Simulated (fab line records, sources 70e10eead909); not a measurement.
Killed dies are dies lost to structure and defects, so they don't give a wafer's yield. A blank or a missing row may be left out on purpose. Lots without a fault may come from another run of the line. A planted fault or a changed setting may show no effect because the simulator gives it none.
Which tool did it? | flow nand_harc | 6 lots, 18 wafers sampled, at 4 steps of a route of 1302

WHAT THE GAUGES READ, wafer by wafer
NHARC_END_SORT_01.
lot  | measured     | on        | killed_at_array
L585 | day 32 06:31 | prober-02 | 670 672 670

WHICH TOOL RAN EACH LOT (tool, then ch and the chambers of the sampled wafers, then the start)
lot  | NHARC_A_CHANNEL_HOLE_D1_ETCH_33  | NHARC_A_CHANNEL_FILL_D1_ALD_14   | NHARC_A_CHANNEL_FILL_D1_CVD_18
L567 | har_etch-02 ch 0,1, day 9 05:50  | ald_hk-04 ch 0,2, day 9 17:19    | lpcvd_poly-04 ch 0, day 10 09:36
L568 | har_etch-02 ch 0,1, day 10 01:49 | ald_hk-03 ch 1,2,3, day 10 10:49 | lpcvd_poly-04 ch 0, day 10 23:21
L572 | har_etch-01 ch 0,1, day 11 06:04 | ald_hk-01 ch 2,3, day 11 18:16   | lpcvd_poly-03 ch 0, day 12 09:16
L575 | har_etch-01 ch 0,1, day 12 09:32 | ald_hk-03 ch 0,2,3, day 12 18:31 | lpcvd_poly-03 ch 0, day 13 09:38
L579 | har_etch-01 ch 0, day 13 21:50   | ald_hk-03 ch 1,3, day 14 06:44   | lpcvd_poly-04 ch 0, day 14 21:37
L585 | har_etch-01 ch 0,1, day 16 14:35 | ald_hk-01 ch 0,1,2, day 16 23:34 | lpcvd_poly-04, day 17 16:09
- NHARC_A_CHANNEL_HOLE_D1_ETCH_33: etches the open film in C4F8/O2/Ar, time 90 s, target depth 400 nm.
- NHARC_A_CHANNEL_FILL_D1_ALD_14: deposits SiO2, target thk 2.5 nm, pulse time 10 s, ald cycles 25.
- NHARC_A_CHANNEL_FILL_D1_CVD_18: deposits poly-Si, target thk 3 nm.

THE ANSWER, worked out from the rows above alone
Rule: what is usual is taken from the lots themselves. Put in order of their means at a reading, lots are off if they are a third of the lots or fewer, leave a main group of 4 or more, and stand apart from it by a gap of 3 or more times the standard deviation of the main group's means; of several such gaps the widest counts. A main group whose means are all the same, to the digits that the tables above print for the reading, isn't used. A lot without any number at a reading at which 4 lots or more have one is off too. The other lots that the step has rows for count as sound.
No lot is off at any reading shown: from this, nothing can be told.

WHAT THE SIMULATOR HAD PUT IN
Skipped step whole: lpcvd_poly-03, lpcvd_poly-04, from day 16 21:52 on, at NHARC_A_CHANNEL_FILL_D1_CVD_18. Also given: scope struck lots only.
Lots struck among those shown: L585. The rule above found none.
